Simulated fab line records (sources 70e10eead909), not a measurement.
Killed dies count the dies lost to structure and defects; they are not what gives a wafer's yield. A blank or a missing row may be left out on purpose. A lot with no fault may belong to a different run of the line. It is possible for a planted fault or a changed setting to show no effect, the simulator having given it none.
fab line records + flow nand-harc + part 2 of 2: steps 5 to 6 of 6
record
- lots=22
- wafers=66
- last-day=24
route steps=1159 shown A_STAIRCASE@549
lots with no fault: from the same line, run without faults
start-h: hours from the record's opening day to when the first of the lot's shown wafers began + wait-h: hours elapsed since this lot's preceding step + " repeats the value in the row above + L1.1+2: a single row standing in for several wafers + - either no value or no given start + * or withheld: withheld + < > ~ a bound
route shown NAME@n: NAME is a module with steps in the file, n the number in the route of the first one + usual: mean/standard deviation of fault-free wafers + same: alike in all rows + chamber/n: place in a boat + sites: the reading at each site + _std_site: standard deviation of those values + _edge_site: the outer-site mean with the inner-site mean subtracted + radius-mm: for every site, how far away it sits from the centre of the wafer + mask NAME#n: copy n + behind: the tool/chamber that last shaped the wafer + hold: why the lot went on hold/how many hours it stayed there/how the hold came to an end + device: whichever transistor did not switch (one of n, p or np) + end of line: the route-end tests of the same wafers + a step given without rows: its recipe and nothing more + killed: the dies lost at the first sort to structure and to defects; this is not the yield of the wafer + map: shows each die of a wafer: x if killed, . if not, _ if none is there
set.NAME: the setting as run; set.NAME@STEP: as run at that earlier step + model.NAME: the simulator's own value behind a step, which no gauge read
a sample of lots followed through the steps of the route, with each step as a table and each wafer as a row
services: from which hour (start-h, from the record's first day; less than 0 if before it) a tool's chamber was out of use, for how many hours, and why
## steps
# step NHARC_A_STAIRCASE_TRIM_202
# recipe
- time-s=211.2
- o2-flow-sccm=500
- ar-flow-sccm=0
- bias-w=0
- chemistry=O2
# usual
- chamber-pressure-mTorr=60.00/0.057
- drypump-motor-current-A=5.7/0.39
- mfc-ar-sccm=0.008/0.0095
- oes-product-au=1.001/0.0084
- rf-vpp-V=57.7/0.99
- showerhead-plenum-p-Torr=3.51/0.16
- throttle-valve-pct=17.038/0.0089
| lot.wafer | tool        | chamber | start-h | wait-h | chamber-pressure-mTorr | drypump-motor-current-A | mfc-ar-sccm | oes-product-au | rf-hours-counter-h | rf-vpp-V | showerhead-plenum-p-Torr | throttle-valve-pct |
|-----------|-------------|---------|---------|--------|------------------------|-------------------------|-------------|----------------|--------------------|----------|--------------------------|--------------------|
| L074.2    | rie-diel-08 | 1       | -       | -      | 59.94                  | 5.8                     | 0.002       | 0.999          | 36                 | 57.9     | 3.53                     | 17.033             |
| L074.4    | "           | 0       | "       | "      | 59.98                  | 6.0                     | 0.028       | 1.010          | 37                 | 57.7     | 3.65                     | 17.044             |
| L074.5    | "           | 2       | "       | "      | 60.01                  | 5.7                     | 0           | 1.009          | -                  | 57.3     | 3.32                     | 17.033             |
| L075.3    | rie-diel-12 | 1       | -       | -      | 60.01                  | 6.0                     | 0.009       | 0.999          | 15                 | 59.0     | 3.49                     | 17.054             |
| L075.4    | "           | 2       | "       | "      | 60.04                  | 5.2                     | 0.017       | 0.993          | 15                 | 57.8     | 3.39                     | 17.035             |
| L075.6    | "           | 1       | "       | "      | 60.01                  | 6.0                     | 0.009       | 1.008          | -                  | 58.8     | 3.49                     | 17.038             |
| L076.2    | rie-diel-08 | 2       | -       | -      | 59.97                  | 5.7                     | 0           | 1.015          | 47                 | 56.4     | 3.32                     | 17.045             |
| L076.4    | "           | 3       | "       | "      | 59.92                  | 4.9                     | 0           | 1.009          | 48                 | 57.4     | 3.35                     | 17.051             |
| L076.5    | "           | 1       | "       | "      | 59.91                  | 5.8                     | 0.002       | 1.003          | -                  | 57.1     | 3.52                     | 17.025             |
| L077.1    | rie-diel-06 | 2       | -       | -      | 60.00                  | 5.8                     | 0.006       | 0.997          | 5                  | 58.7     | 3.71                     | 17.045             |
| L077.2    | "           | 0       | "       | "      | 59.99                  | 5.6                     | 0.010       | 0.999          | 7                  | 58.1     | 3.58                     | 17.021             |
| L077.4    | "           | 1       | "       | "      | 59.96                  | 6.4                     | 0.021       | 0.988          | 6                  | 56.6     | 3.31                     | 17.031             |
| L078.3    | rie-diel-08 | 1       | -       | -      | 59.95                  | 5.8                     | 0.002       | 1.010          | 50                 | 57.5     | 3.52                     | 17.030             |
| L078.4    | "           | 3       | "       | "      | 60.11                  | 4.9                     | 0           | 1.009          | 50                 | 56.0     | 3.35                     | 17.033             |
| L078.5    | "           | 0       | "       | "      | 60.00                  | 6.0                     | 0.028       | 1.001          | -                  | 58.3     | 3.65                     | 17.039             |
| L081.3    | rie-diel-08 | 1       | -       | -      | 59.92                  | 5.8                     | 0.002       | 1.004          | 54                 | 57.1     | 3.52                     | 17.034             |
| L081.2    | "           | 3       | "       | "      | 60.11                  | 4.9                     | 0           | 1.005          | 54                 | 57.1     | 3.35                     | 17.035             |
| L081.6    | "           | 0       | "       | "      | 59.95                  | 6.0                     | 0.028       | 1.014          | -                  | 59.5     | 3.65                     | 17.032             |
| L079.1    | rie-diel-06 | 1       | -       | -      | 59.95                  | 6.4                     | 0.021       | 0.999          | 11                 | 56.7     | 3.31                     | 17.022             |
| L079.6    | "           | 1       | "       | "      | 60.04                  | 6.4                     | 0.021       | 1.001          | -                  | 58.1     | 3.31                     | 17.032             |
| L079.5    | "           | 2       | "       | "      | 60.05                  | 5.8                     | 0.006       | 0.997          | -                  | 56.8     | 3.70                     | 17.050             |
| L082.4    | rie-diel-08 | 1       | -       | -      | 60.00                  | 5.8                     | 0.002       | 1.004          | 62                 | 58.1     | 3.52                     | 17.033             |
| L082.3    | "           | 3       | "       | "      | 59.97                  | 4.8                     | 0           | 1.006          | 62                 | 56.4     | 3.34                     | 17.031             |
| L082.6    | "           | 2       | "       | "      | 60.05                  | 5.7                     | 0           | 1.021          | -                  | 57.2     | 3.31                     | 17.034             |
| L083.3    | rie-diel-12 | 1       | -       | -      | 60.00                  | 6.0                     | 0.009       | 1.009          | 33                 | 59.9     | 3.48                     | 17.025             |
| L083.1    | "           | 0       | "       | "      | 59.95                  | 6.1                     | 0           | 1.000          | 30                 | 58.8     | 3.69                     | 17.039             |
| L083.5    | "           | 2       | "       | "      | 60.01                  | 5.2                     | 0.017       | 0.983          | -                  | 58.4     | 3.38                     | 17.043             |
| L084.1    | rie-diel-06 | 1       | -       | -      | 60.09                  | 6.4                     | 0.021       | 1.004          | 21                 | 56.0     | 3.31                     | 17.043             |
| L084.3    | "           | 2       | "       | "      | 59.99                  | 5.8                     | 0.006       | 0.993          | 19                 | 57.4     | 3.70                     | 17.044             |
| L084.6    | "           | 1       | "       | "      | 60.05                  | 6.4                     | 0.021       | 0.994          | -                  | 56.4     | 3.30                     | 17.041             |
| L086.4    | rie-diel-06 | 2       | -       | -      | 60.00                  | 5.8                     | 0.006       | 0.987          | 23                 | 58.7     | 3.69                     | 17.026             |
| L086.2    | "           | 3       | "       | "      | 60.02                  | 5.5                     | 0           | 0.992          | 21                 | 57.8     | 3.76                     | 17.045             |
| L086.6    | "           | 2       | "       | "      | 60.03                  | 5.8                     | 0.006       | 0.998          | -                  | 56.7     | 3.70                     | 17.039             |
| L085.3    | rie-diel-08 | 0       | -       | -      | 60.06                  | 6.0                     | 0.028       | 0.993          | 1                  | 59.3     | 3.64                     | 17.044             |
| L085.4    | "           | 3       | "       | "      | 59.89                  | 4.8                     | 0           | 0.999          | 2                  | 58.1     | 3.34                     | 17.038             |
| L085.5    | "           | 1       | "       | "      | 59.98                  | 5.8                     | 0.002       | 1.004          | -                  | 58.7     | 3.52                     | 17.050             |
| L088.4    | rie-diel-06 | 0       | -       | -      | 59.91                  | 5.7                     | 0.010       | 0.987          | 28                 | 60.2     | 3.57                     | 17.037             |
| L088.1    | "           | 1       | "       | "      | 59.92                  | 6.4                     | 0.021       | 0.982          | 31                 | 56.4     | 3.30                     | 17.028             |
| L088.5    | "           | 2       | "       | "      | 60.02                  | 5.8                     | 0.006       | 0.989          | -                  | 58.3     | 3.69                     | 17.046             |
| L087.2    | rie-diel-08 | 0       | -       | -      | 59.98                  | 6.0                     | 0.028       | 0.998          | 7                  | 58.4     | 3.64                     | 17.033             |
| L087.5    | "           | 3       | "       | "      | 59.87                  | 4.8                     | 0           | 1.000          | -                  | 57.7     | 3.34                     | 17.038             |
| L087.6    | "           | 0       | "       | "      | 60.04                  | 6.0                     | 0.028       | 0.992          | -                  | 57.0     | 3.64                     | 17.053             |
| L089.2    | rie-diel-06 | 1       | -       | -      | 59.99                  | 6.4                     | 0.021       | 0.991          | 33                 | 58.6     | 3.30                     | 17.040             |
| L089.4    | "           | 2       | "       | "      | 60.04                  | 5.8                     | 0.006       | 0.995          | 33                 | 57.2     | 3.69                     | 17.038             |
| L089.1    | "           | 3       | "       | "      | 60.10                  | 5.5                     | 0           | 0.990          | 30                 | 58.6     | 3.76                     | 17.032             |
| L090.2    | rie-diel-12 | 2       | -       | -      | 59.93                  | 5.2                     | 0.017       | 0.993          | 47                 | 58.4     | 3.37                     | 17.045             |
| L090.1    | "           | 3       | "       | "      | 60.01                  | 5.7                     | 0           | 1.003          | 44                 | 58.8     | 3.52                     | 17.028             |
| L090.6    | "           | 0       | "       | "      | 60.00                  | 6.1                     | 0           | 0.992          | -                  | 58.0     | 3.69                     | 17.016             |
| L091.1    | rie-diel-12 | 0       | -       | -      | 60.02                  | 6.1                     | 0           | 1.006          | 48                 | 58.6     | 3.68                     | 17.034             |
| L091.2    | "           | 1       | "       | "      | 59.93                  | 6.0                     | 0.009       | 0.999          | 51                 | 56.8     | 3.47                     | 17.045             |
| L091.5    | "           | 2       | "       | "      | 60.03                  | 5.2                     | 0.017       | 0.998          | -                  | 55.8     | 3.37                     | 17.053             |
| L093.2    | rie-diel-08 | 1       | -       | -      | 60.11                  | 5.8                     | 0.002       | 0.999          | 15                 | 57.3     | 3.51                     | 17.027             |
| L093.1    | "           | 2       | "       | "      | 59.97                  | 5.7                     | 0           | 0.996          | 15                 | 56.9     | 3.30                     | 17.031             |
| L093.6    | "           | 1       | "       | "      | 60.10                  | 5.8                     | 0.002       | 1.006          | -                  | 57.0     | 3.51                     | 17.032             |
| L094.1    | rie-diel-08 | 0       | -       | -      | 60.00                  | 6.0                     | 0.028       | 1.002          | 17                 | 58.9     | 3.64                     | 17.038             |
| L094.6    | "           | 2       | "       | "      | 59.97                  | 5.7                     | 0           | 1.002          | -                  | 57.7     | 3.30                     | 17.037             |
| L094.5    | "           | 3       | "       | "      | 59.99                  | 4.8                     | 0           | 0.993          | -                  | 55.1     | 3.33                     | 17.029             |
| L095.4    | rie-diel-08 | 1       | -       | -      | 60.02                  | 5.8                     | 0.002       | 1.000          | 18                 | 58.4     | 3.51                     | 17.028             |
| L095.1    | "           | 2       | "       | "      | 59.92                  | 5.7                     | 0           | 1.016          | 18                 | 58.9     | 3.30                     | 17.040             |
| L095.5    | "           | 2       | "       | "      | 60.01                  | 5.7                     | 0           | 1.013          | -                  | 55.8     | 3.30                     | 17.027             |
| L096.2    | rie-diel-08 | 2       | -       | -      | 60.01                  | 5.7                     | 0           | 1.001          | 19                 | 57.7     | 3.30                     | 17.045             |
| L096.4    | "           | 0       | "       | "      | 59.97                  | 5.9                     | 0.028       | 1.001          | 19                 | 58.9     | 3.63                     | 17.036             |
| L096.6    | "           | 2       | "       | "      | 60.10                  | 5.7                     | 0           | 1.005          | -                  | 57.7     | 3.30                     | 17.045             |
| L097.2    | rie-diel-12 | 3       | -       | -      | 59.94                  | 5.7                     | 0           | 1.001          | 58                 | 57.9     | 3.51                     | 17.038             |
| L097.4    | "           | 0       | "       | "      | 59.97                  | 6.1                     | 0           | 0.997          | 57                 | 56.6     | 3.68                     | 17.036             |
| L097.1    | "           | 1       | "       | "      | 60.04                  | 6.0                     | 0.009       | 1.005          | 60                 | 58.5     | 3.47                     | 17.054             |
# step NHARC_A_STAIRCASE_ETCH_203
# recipe
- target-depth-a=1000
- time-s=40.5
- ion-energy-ev=400
- c4f8-flow-sccm=20
- o2-flow-sccm=10
- ar-flow-sccm=withheld
- rf-w=600
- bias-w=1000
- chemistry=C4F8/O2
# usual
- chamber-pressure-mTorr=25.001/0.021
- oes-product-au=0.944/0.0096
- rf-vpp-V=895/5.9
| lot.wafer | tool        | chamber | start-h | wait-h | chamber-pressure-mTorr | oes-product-au | rf-hours-counter-h | rf-vpp-V |
|-----------|-------------|---------|---------|--------|------------------------|----------------|--------------------|----------|
| L074.2    | rie-diel-08 | 2       | -       | -      | 24.951                 | 0.942          | 36                 | 889      |
| L074.4    | "           | 3       | "       | "      | 25.009                 | 0.959          | 37                 | 890      |
| L074.5    | "           | 1       | "       | "      | 24.985                 | 0.930          | -                  | 896      |
| L075.3    | rie-diel-12 | 0       | -       | -      | 25.008                 | 0.954          | 12                 | 902      |
| L075.4    | "           | 1       | "       | "      | 25.032                 | 0.946          | 15                 | 894      |
| L075.6    | "           | 0       | "       | "      | 24.952                 | 0.954          | -                  | 903      |
| L076.2    | rie-diel-08 | 3       | -       | -      | 25.007                 | 0.960          | 48                 | 890      |
| L076.4    | "           | 0       | "       | "      | 24.990                 | 0.963          | 39                 | 901      |
| L076.5    | "           | 2       | "       | "      | 24.989                 | 0.948          | -                  | 890      |
| L077.4    | rie-diel-06 | 2       | -       | -      | 25.015                 | 0.935          | 5                  | 902      |
| L077.1    | "           | 3       | "       | "      | 24.982                 | 0.943          | 6                  | 906      |
| L077.2    | "           | 1       | "       | "      | 25.034                 | 0.953          | 6                  | 887      |
| L078.3    | rie-diel-08 | 0       | -       | -      | 25.000                 | 0.948          | 42                 | 900      |
| L078.4    | "           | 2       | "       | "      | 24.985                 | 0.951          | 50                 | 887      |
| L078.5    | "           | 0       | "       | "      | 24.972                 | 0.949          | -                  | 900      |
| L081.2    | rie-diel-08 | 2       | -       | -      | 24.989                 | 0.965          | 54                 | 887      |
| L081.3    | "           | 0       | "       | "      | 25.023                 | 0.946          | 45                 | 902      |
| L081.6    | "           | 1       | "       | "      | 25.011                 | 0.951          | -                  | 897      |
| L079.1    | rie-diel-06 | 0       | -       | -      | 24.986                 | 0.957          | 10                 | 897      |
| L079.6    | "           | 0       | "       | "      | 25.013                 | 0.959          | -                  | 895      |
| L079.5    | "           | 1       | "       | "      | 24.990                 | 0.938          | -                  | 889      |
| L082.4    | rie-diel-08 | 2       | -       | -      | 24.962                 | 0.935          | 62                 | 889      |
| L082.3    | "           | 1       | "       | "      | 25.007                 | 0.925          | 62                 | 895      |
| L082.6    | "           | 2       | "       | "      | 24.999                 | 0.944          | -                  | 888      |
| L083.1    | rie-diel-12 | 0       | -       | -      | 25.001                 | 0.953          | 30                 | 902      |
| L083.3    | "           | 1       | "       | "      | 25.028                 | 0.947          | 33                 | 896      |
| L083.5    | "           | 3       | "       | "      | 24.983                 | 0.953          | -                  | 895      |
| L084.3    | rie-diel-06 | 0       | -       | -      | 25.004                 | 0.947          | 19                 | 897      |
| L084.1    | "           | 3       | "       | "      | 25.024                 | 0.951          | 17                 | 905      |
| L084.6    | "           | 0       | "       | "      | 25.016                 | 0.943          | -                  | 898      |
| L086.4    | rie-diel-06 | 3       | -       | -      | 25.015                 | 0.922          | 21                 | 905      |
| L086.2    | "           | 1       | "       | "      | 25.019                 | 0.935          | 24                 | 887      |
| L086.6    | "           | 3       | "       | "      | 24.995                 | 0.933          | -                  | 905      |
| L085.3    | rie-diel-08 | 3       | -       | -      | 25.022                 | 0.954          | 2                  | 888      |
| L085.4    | "           | 1       | "       | "      | 24.953                 | 0.959          | 1                  | 895      |
| L085.5    | "           | 3       | "       | "      | 24.982                 | 0.954          | -                  | 887      |
| L088.1    | rie-diel-06 | 2       | -       | -      | 25.013                 | 0.920          | 30                 | 901      |
| L088.4    | "           | 3       | "       | "      | 25.025                 | 0.935          | 27                 | 905      |
| L088.5    | "           | 1       | "       | "      | 24.960                 | 0.931          | -                  | 888      |
| L087.2    | rie-diel-08 | 3       | -       | -      | 24.983                 | 0.933          | 7                  | 889      |
| L087.6    | "           | 0       | "       | "      | 25.016                 | 0.919          | -                  | 900      |
| L087.5    | "           | 1       | "       | "      | 25.017                 | 0.939          | -                  | 896      |
| L089.1    | rie-diel-06 | 1       | -       | -      | 25.034                 | 0.940          | 33                 | 887      |
| L089.4    | "           | 3       | "       | "      | 24.987                 | 0.949          | 30                 | 904      |
| L089.2    | "           | 0       | "       | "      | 25.020                 | 0.940          | 30                 | 897      |
| L090.2    | rie-diel-12 | 3       | -       | -      | 24.981                 | 0.953          | 44                 | 896      |
| L090.1    | "           | 2       | "       | "      | 25.009                 | 0.945          | 47                 | 890      |
| L090.6    | "           | 0       | "       | "      | 25.016                 | 0.947          | -                  | 901      |
| L091.2    | rie-diel-12 | 3       | -       | -      | 25.013                 | 0.937          | 49                 | 895      |
| L091.1    | "           | 1       | "       | "      | 25.012                 | 0.948          | 51                 | 895      |
| L091.5    | "           | 3       | "       | "      | 25.005                 | 0.941          | -                  | 894      |
| L093.1    | rie-diel-08 | 1       | -       | -      | 25.005                 | 0.944          | 15                 | 894      |
| L093.2    | "           | 3       | "       | "      | 25.014                 | 0.950          | 15                 | 888      |
| L093.6    | "           | 0       | "       | "      | 24.998                 | 0.942          | -                  | 900      |
| L094.1    | rie-diel-08 | 2       | -       | -      | 25.027                 | 0.953          | 17                 | 888      |
| L094.5    | "           | 1       | "       | "      | 25.017                 | 0.946          | -                  | 896      |
| L094.6    | "           | 2       | "       | "      | 24.988                 | 0.947          | -                  | 887      |
| L095.4    | rie-diel-08 | 1       | -       | -      | 24.988                 | 0.952          | 18                 | 896      |
| L095.1    | "           | 2       | "       | "      | 25.011                 | 0.940          | 18                 | 888      |
| L095.5    | "           | 2       | "       | "      | 24.968                 | 0.937          | -                  | 888      |
| L096.4    | rie-diel-08 | 2       | -       | -      | 24.985                 | 0.932          | 19                 | 887      |
| L096.2    | "           | 0       | "       | "      | 25.023                 | 0.937          | 19                 | 900      |
| L096.6    | "           | 1       | "       | "      | 24.994                 | 0.931          | -                  | 896      |
| L097.1    | rie-diel-12 | 3       | -       | -      | 25.039                 | 0.946          | 58                 | 895      |
| L097.4    | "           | 1       | "       | "      | 25.028                 | 0.961          | 60                 | 895      |
| L097.2    | "           | 2       | "       | "      | 24.964                 | 0.943          | 61                 | 890      |
## services
| tool        | chamber | start-h | hours | kind       |
|-------------|---------|---------|-------|------------|
| rie-diel-06 | 0       | 220.41  | -     | clean      |
| rie-diel-06 | 1       | 220.41  | -     | clean      |
| rie-diel-06 | 2       | 220.41  | -     | clean      |
| rie-diel-06 | 3       | 220.41  | -     | clean      |
| rie-diel-08 | 0       | 239.25  | 15.5  | repair     |
| rie-diel-06 | -       | 241.34  | 9.0   | pm         |
| rie-diel-06 | 0       | 241.34  | 9.0   | vent-cycle |
| rie-diel-06 | 1       | 241.34  | 9.0   | vent-cycle |
| rie-diel-06 | 2       | 241.34  | 9.0   | vent-cycle |
| rie-diel-06 | 3       | 241.34  | 9.0   | vent-cycle |
| rie-diel-06 | 0       | 250.34  | -     | clean      |
| rie-diel-06 | 1       | 250.34  | -     | clean      |
| rie-diel-06 | 2       | 250.34  | -     | clean      |
| rie-diel-06 | 3       | 250.34  | -     | clean      |
| rie-diel-06 | 0       | 274.84  | -     | clean      |
| rie-diel-06 | 1       | 274.84  | -     | clean      |
| rie-diel-06 | 2       | 274.84  | -     | clean      |
| rie-diel-06 | 3       | 274.84  | -     | clean      |
| rie-diel-06 | -       | 288.22  | 5.2   | repair     |
| rie-diel-12 | -       | 290.39  | 0.5   | repair     |
| rie-diel-06 | 0       | 299.59  | -     | clean      |
| rie-diel-06 | 1       | 299.59  | -     | clean      |
| rie-diel-06 | 2       | 299.59  | -     | clean      |
| rie-diel-08 | -       | 301.82  | 9.0   | pm         |
